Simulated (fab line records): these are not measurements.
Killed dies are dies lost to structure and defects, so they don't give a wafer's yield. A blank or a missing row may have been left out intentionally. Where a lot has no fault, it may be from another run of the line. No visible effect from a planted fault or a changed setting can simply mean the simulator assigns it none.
fab line records :: flow nand_harc
[record]
  lots = 7
  wafers = 21
  last_day = 34
route steps=1302 shown A_ONON_D1@428 END@1302
lots that met no fault: from a run of the same line without faults
start_h: the number of hours between the record's first day and the start of the first shown wafer of the lot :: wait_h: how many hours have passed since the lot's step before this one :: " unchanged from the row above :: L1.1+2: a single row standing in for several wafers :: - no value, or no start was given :: * or withheld: withheld :: < > ~ a bound
route shown NAME@n: names a module that has steps shown in the file, with the first one's number in the route :: usual: mean/standard deviation taken from wafers without a fault :: same: alike in all rows :: chamber/n: place in a boat :: sites: per-site readings :: _std_site: the standard deviation of these :: _edge_site: outer sites' mean less inner sites' :: radius_mm: for every site, how far away it sits from the centre of the wafer :: mask NAME#n: copy n :: behind: the most recent tool/chamber to have shaped the wafer :: hold: what put the lot on hold/how long, in hours/how the hold closed :: device: whichever transistor did not switch (one of n, p or np) :: end of line: tests run on the same wafers once the route is complete :: for a step that has no rows: nothing shown but its recipe :: killed: count of dies lost to structure and defects at first sort (not the wafer's yield) :: map: dies across one wafer; x = killed, . = not, _ = none there
set.NAME: the setting as run; set.NAME@STEP: as run at that earlier step :: model.NAME: the simulator's own value behind a step, which no gauge read
certain route steps with their lots: each step a table, each wafer a row
services: when a tool's chamber went out of use (start_h, in hours from the record's first day, below 0 if earlier), for how many hours, and the reason
[[steps]]
[step NHARC_A_ONON_D1_DEP_06]
[recipe]
  target_thk_a = 10000
  n2_flow_sccm = 2750
  n2o_flow_sccm = 2000
  nh3_flow_sccm = 500
  sih4_flow_sccm = 210
  temp_c = 400
[step NHARC_A_ONON_D1_THK_MEAS_08]
[recipe]
  thk_meas_gauge = ellipsometry
[usual]
  thk_nm = 999/9.7
lot.wafer: L528.1
tool: film_metro-02
chamber: -
start_h: 205.13
wait_h: -
thk_nm: 987

lot.wafer: L528.5
tool: film_metro-02
chamber: -
start_h: 205.13
wait_h: -
thk_nm: 986

lot.wafer: L528.6
tool: film_metro-02
chamber: -
start_h: 205.13
wait_h: -
thk_nm: 986

lot.wafer: L532.2
tool: film_metro-02
chamber: -
start_h: 246.42
wait_h: -
thk_nm: 1000

lot.wafer: L532.3
tool: film_metro-02
chamber: -
start_h: 246.42
wait_h: -
thk_nm: 1001

lot.wafer: L532.5
tool: film_metro-02
chamber: -
start_h: 246.42
wait_h: -
thk_nm: 1001

lot.wafer: L533.1
tool: film_metro-02
chamber: -
start_h: 263.73
wait_h: -
thk_nm: 998

lot.wafer: L533.2
tool: film_metro-02
chamber: -
start_h: 263.73
wait_h: -
thk_nm: 1000

lot.wafer: L533.5
tool: film_metro-02
chamber: -
start_h: 263.73
wait_h: -
thk_nm: 999

lot.wafer: L534.3
tool: film_metro-02
chamber: -
start_h: 268.97
wait_h: -
thk_nm: 1015

lot.wafer: L534.4
tool: film_metro-02
chamber: -
start_h: 268.97
wait_h: -
thk_nm: 1015

lot.wafer: L534.5
tool: film_metro-02
chamber: -
start_h: 268.97
wait_h: -
thk_nm: 1015

lot.wafer: L542.1
tool: film_metro-02
chamber: -
start_h: 344.37
wait_h: -
thk_nm: 1001

lot.wafer: L542.4
tool: film_metro-02
chamber: -
start_h: 344.37
wait_h: -
thk_nm: 1001

lot.wafer: L542.6
tool: film_metro-02
chamber: -
start_h: 344.37
wait_h: -
thk_nm: 1001

lot.wafer: L544.1
tool: film_metro-01
chamber: -
start_h: 361.22
wait_h: -
thk_nm: 992

lot.wafer: L544.4
tool: film_metro-01
chamber: -
start_h: 361.22
wait_h: -
thk_nm: 993

lot.wafer: L544.6
tool: film_metro-01
chamber: -
start_h: 361.22
wait_h: -
thk_nm: 991

lot.wafer: L547.2
tool: film_metro-01
chamber: -
start_h: 399.50
wait_h: -
thk_nm: 983

lot.wafer: L547.3
tool: film_metro-01
chamber: -
start_h: 399.50
wait_h: -
thk_nm: 982

lot.wafer: L547.6
tool: film_metro-01
chamber: -
start_h: 399.50
wait_h: -
thk_nm: 981
[step NHARC_A_ONON_D1_DEP_09]
[recipe]
  target_thk_a = 10000
  n2_flow_sccm = 2750
  n2o_flow_sccm = 2000
  nh3_flow_sccm = 500
  sih4_flow_sccm = 210
  temp_c = 400
[step NHARC_A_ONON_D1_THK_MEAS_11]
[recipe]
  thk_meas_gauge = ellipsometry
[usual]
  thk_nm = 1001/7.6
lot.wafer: L528.1
tool: film_metro-01
chamber: -
start_h: 205.69
wait_h: -
thk_nm: 1005

lot.wafer: L528.5
tool: film_metro-01
chamber: -
start_h: 205.69
wait_h: -
thk_nm: 1003

lot.wafer: L528.6
tool: film_metro-01
chamber: -
start_h: 205.69
wait_h: -
thk_nm: 1002

lot.wafer: L532.2
tool: film_metro-01
chamber: -
start_h: 246.98
wait_h: -
thk_nm: 995

lot.wafer: L532.3
tool: film_metro-01
chamber: -
start_h: 246.98
wait_h: -
thk_nm: 996

lot.wafer: L532.5
tool: film_metro-01
chamber: -
start_h: 246.98
wait_h: -
thk_nm: 997

lot.wafer: L533.1
tool: film_metro-01
chamber: -
start_h: 264.29
wait_h: -
thk_nm: 1011

lot.wafer: L533.2
tool: film_metro-01
chamber: -
start_h: 264.29
wait_h: -
thk_nm: 1012

lot.wafer: L533.5
tool: film_metro-01
chamber: -
start_h: 264.29
wait_h: -
thk_nm: 1011

lot.wafer: L534.3
tool: film_metro-02
chamber: -
start_h: 269.54
wait_h: -
thk_nm: 1000

lot.wafer: L534.4
tool: film_metro-02
chamber: -
start_h: 269.54
wait_h: -
thk_nm: 1004

lot.wafer: L534.5
tool: film_metro-02
chamber: -
start_h: 269.54
wait_h: -
thk_nm: 1003

lot.wafer: L542.1
tool: film_metro-01
chamber: -
start_h: 344.93
wait_h: -
thk_nm: 1002

lot.wafer: L542.4
tool: film_metro-01
chamber: -
start_h: 344.93
wait_h: -
thk_nm: 1001

lot.wafer: L542.6
tool: film_metro-01
chamber: -
start_h: 344.93
wait_h: -
thk_nm: 1000

lot.wafer: L544.1
tool: film_metro-01
chamber: -
start_h: 361.79
wait_h: -
thk_nm: 994

lot.wafer: L544.4
tool: film_metro-01
chamber: -
start_h: 361.79
wait_h: -
thk_nm: 993

lot.wafer: L544.6
tool: film_metro-01
chamber: -
start_h: 361.79
wait_h: -
thk_nm: 994

lot.wafer: L547.2
tool: film_metro-02
chamber: -
start_h: 400.06
wait_h: -
thk_nm: 995

lot.wafer: L547.3
tool: film_metro-02
chamber: -
start_h: 400.06
wait_h: -
thk_nm: 994

lot.wafer: L547.6
tool: film_metro-02
chamber: -
start_h: 400.06
wait_h: -
thk_nm: 996
[step NHARC_A_ONON_D1_DEP_12]
[recipe]
  target_thk_a = 10000
  n2_flow_sccm = 2750
  n2o_flow_sccm = 2000
  nh3_flow_sccm = 500
  sih4_flow_sccm = 210
  temp_c = 400
[step NHARC_A_ONON_D1_THK_MEAS_14]
[recipe]
  thk_meas_gauge = ellipsometry
[usual]
  thk_nm = 998/11
lot.wafer: L528.1
tool: film_metro-02
chamber: -
start_h: 206.26
wait_h: -
thk_nm: 987

lot.wafer: L528.5
tool: film_metro-02
chamber: -
start_h: 206.26
wait_h: -
thk_nm: 989

lot.wafer: L528.6
tool: film_metro-02
chamber: -
start_h: 206.26
wait_h: -
thk_nm: 987

lot.wafer: L532.2
tool: film_metro-01
chamber: -
start_h: 247.55
wait_h: -
thk_nm: 989

lot.wafer: L532.3
tool: film_metro-01
chamber: -
start_h: 247.55
wait_h: -
thk_nm: 986

lot.wafer: L532.5
tool: film_metro-01
chamber: -
start_h: 247.55
wait_h: -
thk_nm: 988

lot.wafer: L533.1
tool: film_metro-02
chamber: -
start_h: 264.85
wait_h: -
thk_nm: 1010

lot.wafer: L533.2
tool: film_metro-02
chamber: -
start_h: 264.85
wait_h: -
thk_nm: 1013

lot.wafer: L533.5
tool: film_metro-02
chamber: -
start_h: 264.85
wait_h: -
thk_nm: 1014

lot.wafer: L534.3
tool: film_metro-01
chamber: -
start_h: 270.10
wait_h: -
thk_nm: 1006

lot.wafer: L534.4
tool: film_metro-01
chamber: -
start_h: 270.10
wait_h: -
thk_nm: 1007

lot.wafer: L534.5
tool: film_metro-01
chamber: -
start_h: 270.10
wait_h: -
thk_nm: 1004

lot.wafer: L542.1
tool: film_metro-01
chamber: -
start_h: 345.51
wait_h: -
thk_nm: 1002

lot.wafer: L542.4
tool: film_metro-01
chamber: -
start_h: 345.51
wait_h: -
thk_nm: 1001

lot.wafer: L542.6
tool: film_metro-01
chamber: -
start_h: 345.51
wait_h: -
thk_nm: 1002

lot.wafer: L544.1
tool: film_metro-01
chamber: -
start_h: 362.35
wait_h: -
thk_nm: 1000

lot.wafer: L544.4
tool: film_metro-01
chamber: -
start_h: 362.35
wait_h: -
thk_nm: 1001

lot.wafer: L544.6
tool: film_metro-01
chamber: -
start_h: 362.35
wait_h: -
thk_nm: 999

lot.wafer: L547.2
tool: film_metro-01
chamber: -
start_h: 400.62
wait_h: -
thk_nm: 1000

lot.wafer: L547.3
tool: film_metro-01
chamber: -
start_h: 400.62
wait_h: -
thk_nm: 1003

lot.wafer: L547.6
tool: film_metro-01
chamber: -
start_h: 400.62
wait_h: -
thk_nm: 1003
[step NHARC_A_ONON_D1_ANNEAL_15]
[recipe]
  temp_c = 750
  time_s = 3600
[step NHARC_A_ONON_D1_DEP_16]
[recipe]
  target_thk_a = 10000
  n2_flow_sccm = 2750
  n2o_flow_sccm = 2000
  nh3_flow_sccm = 500
  sih4_flow_sccm = 210
  temp_c = 400
[step NHARC_A_ONON_D1_THK_MEAS_18]
[recipe]
  thk_meas_gauge = ellipsometry
[usual]
  thk_nm = 1000/6.1
lot.wafer: L528.1
tool: film_metro-02
chamber: -
start_h: 214.09
wait_h: -
thk_nm: 995

lot.wafer: L528.5
tool: film_metro-02
chamber: -
start_h: 214.09
wait_h: -
thk_nm: 993

lot.wafer: L528.6
tool: film_metro-02
chamber: -
start_h: 214.09
wait_h: -
thk_nm: 993

lot.wafer: L532.2
tool: film_metro-01
chamber: -
start_h: 255.28
wait_h: -
thk_nm: 996

lot.wafer: L532.3
tool: film_metro-01
chamber: -
start_h: 255.28
wait_h: -
thk_nm: 995

lot.wafer: L532.5
tool: film_metro-01
chamber: -
start_h: 255.28
wait_h: -
thk_nm: 995

lot.wafer: L533.1
tool: film_metro-01
chamber: -
start_h: 272.62
wait_h: -
thk_nm: 996

lot.wafer: L533.2
tool: film_metro-01
chamber: -
start_h: 272.62
wait_h: -
thk_nm: 996

lot.wafer: L533.5
tool: film_metro-01
chamber: -
start_h: 272.62
wait_h: -
thk_nm: 995

lot.wafer: L534.3
tool: film_metro-01
chamber: -
start_h: 277.98
wait_h: -
thk_nm: 1003

lot.wafer: L534.4
tool: film_metro-01
chamber: -
start_h: 277.98
wait_h: -
thk_nm: 1001

lot.wafer: L534.5
tool: film_metro-01
chamber: -
start_h: 277.98
wait_h: -
thk_nm: 1001

lot.wafer: L542.1
tool: film_metro-01
chamber: -
start_h: 353.36
wait_h: -
thk_nm: 1006

lot.wafer: L542.4
tool: film_metro-01
chamber: -
start_h: 353.36
wait_h: -
thk_nm: 1007

lot.wafer: L542.6
tool: film_metro-01
chamber: -
start_h: 353.36
wait_h: -
thk_nm: 1007

lot.wafer: L544.1
tool: film_metro-01
chamber: -
start_h: 370.53
wait_h: -
thk_nm: 1002

lot.wafer: L544.4
tool: film_metro-01
chamber: -
start_h: 370.53
wait_h: -
thk_nm: 1003

lot.wafer: L544.6
tool: film_metro-01
chamber: -
start_h: 370.53
wait_h: -
thk_nm: 1002

lot.wafer: L547.2
tool: film_metro-02
chamber: -
start_h: 408.96
wait_h: -
thk_nm: 1008

lot.wafer: L547.3
tool: film_metro-02
chamber: -
start_h: 408.96
wait_h: -
thk_nm: 1008

lot.wafer: L547.6
tool: film_metro-02
chamber: -
start_h: 408.96
wait_h: -
thk_nm: 1008
[step NHARC_A_ONON_D1_DEP_19]
[recipe]
  target_thk_a = 10000
  n2_flow_sccm = 2750
  n2o_flow_sccm = 2000
  nh3_flow_sccm = 500
  sih4_flow_sccm = 210
  temp_c = 400
[step NHARC_A_ONON_D1_THK_MEAS_21]
[recipe]
  thk_meas_gauge = ellipsometry
[usual]
  thk_nm = 1005/9
lot.wafer: L528.1
tool: film_metro-02
chamber: -
start_h: 214.65
wait_h: -
thk_nm: 1003

lot.wafer: L528.5
tool: film_metro-02
chamber: -
start_h: 214.65
wait_h: -
thk_nm: 1002

lot.wafer: L528.6
tool: film_metro-02
chamber: -
start_h: 214.65
wait_h: -
thk_nm: 1001

lot.wafer: L532.2
tool: film_metro-01
chamber: -
start_h: 255.85
wait_h: -
thk_nm: 998

lot.wafer: L532.3
tool: film_metro-01
chamber: -
start_h: 255.85
wait_h: -
thk_nm: 996

lot.wafer: L532.5
tool: film_metro-01
chamber: -
start_h: 255.85
wait_h: -
thk_nm: 999

lot.wafer: L533.1
tool: film_metro-01
chamber: -
start_h: 273.19
wait_h: -
thk_nm: 995

lot.wafer: L533.2
tool: film_metro-01
chamber: -
start_h: 273.19
wait_h: -
thk_nm: 994

lot.wafer: L533.5
tool: film_metro-01
chamber: -
start_h: 273.19
wait_h: -
thk_nm: 994

lot.wafer: L534.3
tool: film_metro-02
chamber: -
start_h: 278.55
wait_h: -
thk_nm: 989

lot.wafer: L534.4
tool: film_metro-02
chamber: -
start_h: 278.55
wait_h: -
thk_nm: 990

lot.wafer: L534.5
tool: film_metro-02
chamber: -
start_h: 278.55
wait_h: -
thk_nm: 990

lot.wafer: L542.1
tool: film_metro-01
chamber: -
start_h: 353.93
wait_h: -
thk_nm: 1015

lot.wafer: L542.4
tool: film_metro-01
chamber: -
start_h: 353.93
wait_h: -
thk_nm: 1016

lot.wafer: L542.6
tool: film_metro-01
chamber: -
start_h: 353.93
wait_h: -
thk_nm: 1017

lot.wafer: L544.1
tool: film_metro-02
chamber: -
start_h: 371.10
wait_h: -
thk_nm: 1027

lot.wafer: L544.4
tool: film_metro-02
chamber: -
start_h: 371.10
wait_h: -
thk_nm: 1027

lot.wafer: L544.6
tool: film_metro-02
chamber: -
start_h: 371.10
wait_h: -
thk_nm: 1027

lot.wafer: L547.2
tool: film_metro-01
chamber: -
start_h: 409.52
wait_h: -
thk_nm: 998

lot.wafer: L547.3
tool: film_metro-01
chamber: -
start_h: 409.52
wait_h: -
thk_nm: 998

lot.wafer: L547.6
tool: film_metro-01
chamber: -
start_h: 409.52
wait_h: -
thk_nm: 998
[step NHARC_A_ONON_D1_DEP_22]
[recipe]
  target_thk_a = 10000
  n2_flow_sccm = 2750
  n2o_flow_sccm = 2000
  nh3_flow_sccm = 500
  sih4_flow_sccm = 210
  temp_c = 400
[usual]
  n2o_flow_sccm = 2002/6.1
lot.wafer: L528.1
tool: pecvd_onon-03
chamber: 0
start_h: 214.70
wait_h: 0.1
n2o_flow_sccm: 2007

lot.wafer: L528.5
tool: pecvd_onon-03
chamber: 0
start_h: 214.70
wait_h: 0.1
n2o_flow_sccm: 2004

lot.wafer: L528.6
tool: pecvd_onon-03
chamber: 0
start_h: 214.70
wait_h: 0.1
n2o_flow_sccm: 2005

lot.wafer: L532.2
tool: pecvd_onon-02
chamber: 0
start_h: 255.96
wait_h: 0.1
n2o_flow_sccm: 2005

lot.wafer: L532.3
tool: pecvd_onon-02
chamber: 0
start_h: 255.96
wait_h: 0.1
n2o_flow_sccm: 2007

lot.wafer: L532.5
tool: pecvd_onon-02
chamber: 0
start_h: 255.96
wait_h: 0.1
n2o_flow_sccm: 2011

lot.wafer: L533.1
tool: pecvd_onon-02
chamber: 0
start_h: 273.24
wait_h: 0.1
n2o_flow_sccm: 2008

lot.wafer: L533.2
tool: pecvd_onon-02
chamber: 0
start_h: 273.24
wait_h: 0.1
n2o_flow_sccm: 2002

lot.wafer: L533.5
tool: pecvd_onon-02
chamber: 0
start_h: 273.24
wait_h: 0.1
n2o_flow_sccm: 1995

lot.wafer: L534.3
tool: pecvd_onon-02
chamber: 0
start_h: 278.72
wait_h: 0.2
n2o_flow_sccm: 2004

lot.wafer: L534.4
tool: pecvd_onon-02
chamber: 0
start_h: 278.72
wait_h: 0.2
n2o_flow_sccm: 2000

lot.wafer: L534.5
tool: pecvd_onon-02
chamber: 0
start_h: 278.72
wait_h: 0.2
n2o_flow_sccm: 1998

lot.wafer: L542.1
tool: pecvd_onon-02
chamber: 0
start_h: 353.99
wait_h: 0.1
n2o_flow_sccm: 2004

lot.wafer: L542.4
tool: pecvd_onon-02
chamber: 0
start_h: 353.99
wait_h: 0.1
n2o_flow_sccm: 1995

lot.wafer: L542.6
tool: pecvd_onon-02
chamber: 0
start_h: 353.99
wait_h: 0.1
n2o_flow_sccm: 2003

lot.wafer: L544.1
tool: pecvd_onon-03
chamber: 0
start_h: 371.15
wait_h: 0.1
n2o_flow_sccm: 2005

lot.wafer: L544.4
tool: pecvd_onon-03
chamber: 0
start_h: 371.15
wait_h: 0.1
n2o_flow_sccm: 2014

lot.wafer: L544.6
tool: pecvd_onon-03
chamber: 0
start_h: 371.15
wait_h: 0.1
n2o_flow_sccm: 2013

lot.wafer: L547.2
tool: pecvd_onon-02
chamber: 0
start_h: 409.64
wait_h: 0.1
n2o_flow_sccm: 1995

lot.wafer: L547.3
tool: pecvd_onon-02
chamber: 0
start_h: 409.64
wait_h: 0.1
n2o_flow_sccm: 1993

lot.wafer: L547.6
tool: pecvd_onon-02
chamber: 0
start_h: 409.64
wait_h: 0.1
n2o_flow_sccm: 2005
[step NHARC_A_ONON_D1_THK_MEAS_24]
[recipe]
  thk_meas_gauge = ellipsometry
[usual]
  thk_nm = 1000/12
lot.wafer: L528.1
tool: film_metro-01
chamber: -
start_h: 215.21
wait_h: -
thk_nm: 1001

lot.wafer: L528.5
tool: film_metro-01
chamber: -
start_h: 215.21
wait_h: -
thk_nm: 1003

lot.wafer: L528.6
tool: film_metro-01
chamber: -
start_h: 215.21
wait_h: -
thk_nm: 1001

lot.wafer: L532.2
tool: film_metro-01
chamber: -
start_h: 256.42
wait_h: -
thk_nm: 1309

lot.wafer: L532.3
tool: film_metro-01
chamber: -
start_h: 256.42
wait_h: -
thk_nm: 1008

lot.wafer: L532.5
tool: film_metro-01
chamber: -
start_h: 256.42
wait_h: -
thk_nm: 1308

lot.wafer: L533.1
tool: film_metro-02
chamber: -
start_h: 273.76
wait_h: -
thk_nm: 997

lot.wafer: L533.2
tool: film_metro-02
chamber: -
start_h: 273.76
wait_h: -
thk_nm: 1300

lot.wafer: L533.5
tool: film_metro-02
chamber: -
start_h: 273.76
wait_h: -
thk_nm: 1299

lot.wafer: L534.3
tool: film_metro-01
chamber: -
start_h: 279.11
wait_h: -
thk_nm: 1004

lot.wafer: L534.4
tool: film_metro-01
chamber: -
start_h: 279.11
wait_h: -
thk_nm: 1006

lot.wafer: L534.5
tool: film_metro-01
chamber: -
start_h: 279.11
wait_h: -
thk_nm: 1306

lot.wafer: L542.1
tool: film_metro-02
chamber: -
start_h: 354.50
wait_h: -
thk_nm: 993

lot.wafer: L542.4
tool: film_metro-02
chamber: -
start_h: 354.50
wait_h: -
thk_nm: 994

lot.wafer: L542.6
tool: film_metro-02
chamber: -
start_h: 354.50
wait_h: -
thk_nm: 994

lot.wafer: L544.1
tool: film_metro-02
chamber: -
start_h: 371.67
wait_h: -
thk_nm: 990

lot.wafer: L544.4
tool: film_metro-02
chamber: -
start_h: 371.67
wait_h: -
thk_nm: 989

lot.wafer: L544.6
tool: film_metro-02
chamber: -
start_h: 371.67
wait_h: -
thk_nm: 988

lot.wafer: L547.2
tool: film_metro-01
chamber: -
start_h: 410.09
wait_h: -
thk_nm: 1003

lot.wafer: L547.3
tool: film_metro-01
chamber: -
start_h: 410.09
wait_h: -
thk_nm: 1003

lot.wafer: L547.6
tool: film_metro-01
chamber: -
start_h: 410.09
wait_h: -
thk_nm: 1003
[step NHARC_A_ONON_D1_DEP_25]
[recipe]
  target_thk_a = 10000
  n2_flow_sccm = 2750
  n2o_flow_sccm = 2000
  nh3_flow_sccm = 500
  sih4_flow_sccm = 210
  temp_c = 400
[step NHARC_END_SORT_01]
[recipe]
  temp_c = 25
[usual]
  killed_at_array = 56/17
  killed_at_other = 1.2/1.4
  killed_at_periphery = 4/3.2
  killed_dies = 61/16
  killed_open = 3.6/2.1
  killed_short = 2.7/1.8
[same]
  gross_dies = 677
lot.wafer: L532.2
tool: prober-02
chamber: 0
start_h: 641.85
wait_h: 2.8
killed_at_array: 671
killed_at_other: 1
killed_at_periphery: 5
killed_dies: 677
killed_open: 0
killed_short: 1

lot.wafer: L532.5
tool: prober-02
chamber: 0
start_h: 644.25
wait_h: 3.7
killed_at_array: 672
killed_at_other: 0
killed_at_periphery: 5
killed_dies: 677
killed_open: 3
killed_short: 1

lot.wafer: L533.2
tool: prober-01
chamber: 0
start_h: 663.05
wait_h: 2.8
killed_at_array: 672
killed_at_other: 1
killed_at_periphery: 4
killed_dies: 677
killed_open: 4
killed_short: 2

lot.wafer: L533.5
tool: prober-01
chamber: 0
start_h: 665.48
wait_h: 3.7
killed_at_array: 673
killed_at_other: 1
killed_at_periphery: 3
killed_dies: 677
killed_open: 4
killed_short: 2

lot.wafer: L534.5
tool: prober-02
chamber: 0
start_h: 678.30
wait_h: 3.7
killed_at_array: 671
killed_at_other: 2
killed_at_periphery: 4
killed_dies: 677
killed_open: 6
killed_short: 3
// killed by level:class
L532.2 A_ONON_D1:area_dep=587 A_SLIT:chamber_film_flake=34 A_CHANNEL_HOLE_D1:chamber_film_flake=30 A_CHANNEL_HOLE_D2:chamber_film_flake=11 A_STAIRCASE:chamber_film_flake=2 P_ZERO_WELL:chamber_film_flake=2 P_BONDPAD:chamber_film_flake=2 A_WL_FILL:chamber_film_flake=2
L532.5 A_ONON_D1:area_dep=588 A_SLIT:chamber_film_flake=31 A_CHANNEL_HOLE_D1:chamber_film_flake=26 A_CHANNEL_HOLE_D2:chamber_film_flake=12 A_WL_FILL:chamber_film_flake=3 A_CONTACT:chamber_film_flake=3 P_ZERO_WELL:chamber_film_flake=2 A_CHANNEL_FILL_D1:chamber_film_flake=2
L533.2 A_ONON_D1:area_dep=633 A_CHANNEL_HOLE_D2:chamber_film_flake=16 A_CONTACT:chamber_film_flake=5 A_CHANNEL_HOLE_D1:chamber_film_flake=4 A_STAIRCASE:chamber_film_flake=4 P_M1:chamber_film_flake=2 A_SLIT:chamber_film_flake=2 P_M0:geometric_particle:open=1
L533.5 A_ONON_D1:area_dep=626 A_CHANNEL_HOLE_D2:chamber_film_flake=20 A_STAIRCASE:chamber_film_flake=8 A_CHANNEL_HOLE_D1:chamber_film_flake=8 A_CONTACT:chamber_film_flake=4 A_M0:chamber_film_flake=2 P_CONTACT:geometric_particle:open=1 P_M0:geometric_particle:open=1
L534.5 A_ONON_D1:area_dep=622 A_SLIT:chamber_film_flake=27 A_CHANNEL_HOLE_D1:chamber_film_flake=5 A_CONTACT:chamber_film_flake=5 A_CHANNEL_FILL_D2:chamber_film_flake=3 A_CHANNEL_FILL_D1:geometric_particle:open=2 A_STAIRCASE:chamber_film_flake=2 P_GATE:geometric_particle:short=1
// map L532.2 (x killed, . not)
____________x____________
_________xxxxxxx_________
_______xxxxxxxxxxx_______
______xxxxxxxxxxxxx______
_____xxxxxxxxxxxxxxx_____
____xxxxxxxxxxxxxxxxx____
____xxxxxxxxxxxxxxxxx____
___xxxxxxxxxxxxxxxxxxx___
___xxxxxxxxxxxxxxxxxxx___
__xxxxxxxxxxxxxxxxxxxxx__
__xxxxxxxxxxxxxxxxxxxxx__
_xxxxxxxxxxxxxxxxxxxxxxx_
_xxxxxxxxxxxxxxxxxxxxxxx_
_xxxxxxxxxxxxxxxxxxxxxxx_
_xxxxxxxxxxxxxxxxxxxxxxx_
_xxxxxxxxxxxxxxxxxxxxxxx_
xxxxxxxxxxxxxxxxxxxxxxxxx
xxxxxxxxxxxxxxxxxxxxxxxxx
xxxxxxxxxxxxxxxxxxxxxxxxx
xxxxxxxxxxxxxxxxxxxxxxxxx
xxxxxxxxxxxxxxxxxxxxxxxxx
_xxxxxxxxxxxxxxxxxxxxxxx_
_xxxxxxxxxxxxxxxxxxxxxxx_
_xxxxxxxxxxxxxxxxxxxxxxx_
_xxxxxxxxxxxxxxxxxxxxxxx_
_xxxxxxxxxxxxxxxxxxxxxxx_
__xxxxxxxxxxxxxxxxxxxxx__
__xxxxxxxxxxxxxxxxxxxxx__
___xxxxxxxxxxxxxxxxxxx___
___xxxxxxxxxxxxxxxxxxx___
____xxxxxxxxxxxxxxxxx____
____xxxxxxxxxxxxxxxxx____
_____xxxxxxxxxxxxxxx_____
______xxxxxxxxxxxxx______
_______xxxxxxxxxxx_______
_________xxxxxxx_________
____________x____________
// map L533.2 (x killed, . not)
____________x____________
_________xxxxxxx_________
_______xxxxxxxxxxx_______
______xxxxxxxxxxxxx______
_____xxxxxxxxxxxxxxx_____
____xxxxxxxxxxxxxxxxx____
____xxxxxxxxxxxxxxxxx____
___xxxxxxxxxxxxxxxxxxx___
___xxxxxxxxxxxxxxxxxxx___
__xxxxxxxxxxxxxxxxxxxxx__
__xxxxxxxxxxxxxxxxxxxxx__
_xxxxxxxxxxxxxxxxxxxxxxx_
_xxxxxxxxxxxxxxxxxxxxxxx_
_xxxxxxxxxxxxxxxxxxxxxxx_
_xxxxxxxxxxxxxxxxxxxxxxx_
_xxxxxxxxxxxxxxxxxxxxxxx_
xxxxxxxxxxxxxxxxxxxxxxxxx
xxxxxxxxxxxxxxxxxxxxxxxxx
xxxxxxxxxxxxxxxxxxxxxxxxx
xxxxxxxxxxxxxxxxxxxxxxxxx
xxxxxxxxxxxxxxxxxxxxxxxxx
_xxxxxxxxxxxxxxxxxxxxxxx_
_xxxxxxxxxxxxxxxxxxxxxxx_
_xxxxxxxxxxxxxxxxxxxxxxx_
_xxxxxxxxxxxxxxxxxxxxxxx_
_xxxxxxxxxxxxxxxxxxxxxxx_
__xxxxxxxxxxxxxxxxxxxxx__
__xxxxxxxxxxxxxxxxxxxxx__
___xxxxxxxxxxxxxxxxxxx___
___xxxxxxxxxxxxxxxxxxx___
____xxxxxxxxxxxxxxxxx____
____xxxxxxxxxxxxxxxxx____
_____xxxxxxxxxxxxxxx_____
______xxxxxxxxxxxxx______
_______xxxxxxxxxxx_______
_________xxxxxxx_________
____________x____________
[[services]]
tool: pecvd_onon-03
chamber: -
start_h: 227.00
hours: 13.0
kind: pm

tool: pecvd_onon-02
chamber: -
start_h: 341.46
hours: 2.5
kind: repair

tool: pecvd_onon-02
chamber: -
start_h: 366.24
hours: 13.0
kind: pm

tool: pecvd_onon-03
chamber: -
start_h: 408.00
hours: 13.0
kind: pm
[[key]]
[first_sign]
  step = NHARC_A_ONON_D1_THK_MEAS_24
  reading = thk_nm
  direction = up
  sigmas = 25
  usual = 1000
  struck = 1304
[effect]
  step = NHARC_END_SORT_01
  reading = killed_dies
  direction = up
  sigmas = 37
  usual = 61
  struck = 677
[more_kills_born_at]
  NHARC_A_ONON_D1_DEP_22@pecvd_onon-02 = 3056
met_at NHARC_A_ONON_D1_DEP_22
struck_wafers L532.2,L532.5,L533.2,L533.5,L534.5
later_rows_left_out L532.2,L532.5,L533.2,L533.5,L534.5
tester_left_out L532,L533,L534
[fault]
  kind = process_parameter_drift
  tool = pecvd_onon-02
  chamber = -
  onset_h = 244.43
  steps = NHARC_A_ONON_D1_DEP_22
  channel = target_thk_a
  offset = *
  shape = step
  end_h = 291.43
  scope = struck_wafers_only
  acts_in = *
  stated = *
// tester_left_out: of these lots the tester's yield and bins aren't shown, on N5 and GAA mostly nor the transistor test; their killed dies are dies lost to structure and defects alone, not to doping, threshold or leakage, so they don't give the yield
// later_rows_left_out: the simulator's readings of these wafers behind a module that went badly wrong aren't trusted and aren't shown, but for the sort
